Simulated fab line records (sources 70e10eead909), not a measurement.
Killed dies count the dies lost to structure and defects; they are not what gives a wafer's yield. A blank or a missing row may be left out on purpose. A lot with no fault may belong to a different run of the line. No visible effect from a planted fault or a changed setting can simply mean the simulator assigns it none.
Chamber matching | flow nandHarc | cmp-01 running NHARC_P_M0_CMP_23: 4 sister chambers
The step polishes, t overpolish 20 s, target thk 117.53 nm. 8 wafers are shown with their chamber, then 9 later ones without.

## WAFERS PAIRED WITH THEIR CHAMBERS
wafer  | chamber | timeToEndpointS (s) | motorCurrentA (A)
L077.4 | 0       | 29.4                | 11.7
L081.3 | 3       | 25.1                | 11.6
L084.2 | 3       | 25.3                | 12.1
L087.2 | 1       | 30.9                | 11.9
L087.3 | 0       | 29.3                | 12.0
L090.1 | 2       | 26.7                | 12.0
L090.5 | 2       | 30.3                | 12.2
L090.6 | 1       | 27.4                | 11.6

## WAFERS WHOSE CHAMBER IS MISSING
wafer  | timeToEndpointS (s) | motorCurrentA (A)
L094.2 | 30.0                | 12.2
L094.3 | 31.1                | 12.7
L094.6 | 30.9                | 11.8
L092.1 | 30.0                | 12.8
L092.2 | 31.1                | 11.4
L092.4 | 29.9                | 12.4
L093.3 | 29.7                | 12.8
L093.5 | 28.4                | 11.9
L093.6 | 28.4                | 11.8

## EACH ONE'S CHAMBER
wafer  | from the rows above               | in truth
L094.2 | can't be placed: 2 or 0 or 1      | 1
L094.3 | can't be placed: 2 or 0 or 1 or 3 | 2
L094.6 | can't be placed: 0 or 1 or 2      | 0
L092.1 | can't be placed: 2 or 0 or 1 or 3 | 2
L092.2 | can't be placed: 1 or 0 or 2 or 3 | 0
L092.4 | can't be placed: 2 or 0 or 1      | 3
L093.3 | can't be placed: 2 or 0 or 1 or 3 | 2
L093.5 | can't be placed: 0 or 1 or 2 or 3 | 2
L093.6 | can't be placed: 1 or 0 or 2 or 3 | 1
Correct placement for 0 of the 9. Cannot be placed on the basis of these rows: 9; the candidates contain the true chamber in 8. Wrongly placed: 0.
How it was worked out, from the rows above alone: a wafer's distance from a chamber is the root of the sum, over the readings, of the square of ((its reading less the chamber's mean) divided by the reading's scatter). If the next closest chamber is less than 2 further off than the closest, the wafer can't be placed; otherwise it belongs to the closest. Each chamber's mean is taken over the wafers shown for it. The scatter: take each reading less its chamber's mean, square it, sum over the shown wafers, divide by the number of wafers less the number of chambers, and take the root.
